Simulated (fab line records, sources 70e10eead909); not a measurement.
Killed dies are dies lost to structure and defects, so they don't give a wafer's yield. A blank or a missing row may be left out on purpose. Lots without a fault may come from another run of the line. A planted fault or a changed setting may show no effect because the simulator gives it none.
Chamber matching | flow nand_harc | NHARC_P_M0_STRIP_18 on rie_diel-03: 4 sister chambers
The step strips in N2/H2. 39 wafers are shown with their chamber, then 12 later ones without.

WAFERS WITH THEIR CHAMBER
wafer  | chamber | showerhead_plenum_p_Torr (Torr) | drypump_motor_current_A (A) | oes_product_au (a.u.)
L074.1 | 2       | 1.92                            | 6.0                         | 1.006
L074.2 | 0       | 1.93                            | 5.8                         | 0.980
L074.6 | 1       | 2.18                            | 6.4                         | 1.007
L075.1 | 3       | 2.17                            | 6.2                         | 0.999
L075.3 | 2       | 1.92                            | 6.0                         | 1.006
L075.6 | 2       | 1.92                            | 6.0                         | 1.007
L076.2 | 0       | 1.93                            | 5.8                         | 0.986
L076.3 | 1       | 2.18                            | 6.3                         | 0.998
L076.4 | 3       | 2.17                            | 6.2                         | 0.988
L077.1 | 3       | 2.17                            | 6.2                         | 0.993
L077.5 | 2       | 1.92                            | 6.0                         | 1.001
L077.6 | 1       | 2.18                            | 6.4                         | 0.989
L079.2 | 0       | 1.93                            | 5.7                         | 0.984
L079.5 | 3       | 2.16                            | 6.2                         | 1.006
L079.6 | 0       | 1.93                            | 5.8                         | 0.983
L080.1 | 2       | 1.92                            | 6.0                         | 1.003
L080.4 | 0       | 1.93                            | 5.7                         | 0.980
L080.6 | 3       | 2.16                            | 6.2                         | 0.997
L082.1 | 3       | 2.16                            | 6.2                         | 0.994
L082.2 | 1       | 2.18                            | 6.4                         | 1.002
L082.4 | 2       | 1.92                            | 6.0                         | 1.004
L083.1 | 2       | 1.92                            | 6.0                         | 1.012
L083.5 | 2       | 1.92                            | 6.0                         | 1.008
L083.6 | 3       | 2.16                            | 6.2                         | 1.002
L084.2 | 2       | 1.91                            | 6.0                         | 1.005
L084.3 | 3       | 2.16                            | 6.2                         | 0.995
L084.5 | 2       | 1.92                            | 5.9                         | 1.006
L085.2 | 3       | 2.16                            | 6.2                         | 1.003
L085.4 | 1       | 2.18                            | 6.4                         | 1.001
L085.5 | 1       | 2.18                            | 6.4                         | 1.008
L086.1 | 2       | 1.91                            | 6.0                         | 1.001
L086.2 | 1       | 2.18                            | 6.3                         | 1.007
L086.3 | 0       | 1.92                            | 5.7                         | 0.990
L088.1 | 0       | 1.92                            | 5.7                         | 0.976
L088.3 | 2       | 1.91                            | 5.9                         | 1.009
L088.4 | 0       | 1.92                            | 5.7                         | 0.987
L090.1 | 1       | 2.17                            | 6.3                         | 0.995
L090.3 | 0       | 1.92                            | 5.7                         | 1.006
L090.5 | 2       | 1.91                            | 6.0                         | 1.001

SIGNATURES (means of the wafers above)
reading                  | chamber 0 | chamber 1 | chamber 2 | chamber 3 | scatter within a chamber
showerhead_plenum_p_Torr | 1.9256    | 2.1787    | 1.9169    | 2.1633    | 0.00474
drypump_motor_current_A  | 5.733     | 6.362     | 5.985     | 6.200     | 0.0399
oes_product_au           | 0.98578   | 1.00087   | 1.00531   | 0.99744   | 0.00609
Rule: a wafer's distance from a chamber is the root of the sum, over the readings, of the square of ((its reading less the chamber's mean) divided by the reading's scatter). The wafer belongs to the nearest chamber; if the next one is less than 2 further off, it can't be placed. The scatter: the root of (the sum of the squares of (reading less its chamber's mean) over the shown wafers, divided by (wafers less chambers)).

WAFERS WITHOUT THEIR CHAMBER
wafer  | showerhead_plenum_p_Torr (Torr) | drypump_motor_current_A (A) | oes_product_au (a.u.)
L091.1 | 1.92                            | 5.7                         | 0.993
L091.2 | 2.16                            | 6.2                         | 1.001
L091.5 | 1.92                            | 5.7                         | 0.995
L092.1 | 1.92                            | 5.7                         | 0.990
L092.2 | 2.16                            | 6.2                         | 0.999
L092.4 | 2.17                            | 6.3                         | 0.997
L094.1 | 1.91                            | 6.0                         | 1.010
L094.4 | 2.17                            | 6.4                         | 1.013
L094.6 | 1.91                            | 6.0                         | 1.006
L097.1 | 1.91                            | 6.0                         | 0.999
L097.2 | 1.92                            | 5.7                         | 0.998
L097.4 | 1.91                            | 6.0                         | 1.002

WHICH CHAMBER EACH WENT THROUGH
wafer  | from the rows above     | in truth
L091.1 | 0                       | 0
L091.2 | 3                       | 3
L091.5 | 0                       | 0
L092.1 | 0                       | 0
L092.2 | 3                       | 3
L092.4 | can't be placed: 1 or 3 | 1
L094.1 | 2                       | 2
L094.4 | 1                       | 1
L094.6 | 2                       | 2
L097.1 | 2                       | 2
L097.2 | 0                       | 0
L097.4 | 2                       | 2
Placed correctly: 11 of 12. Can't be placed from these rows: 1 (the true chamber is among the candidates in 1). Placed wrongly: 0.
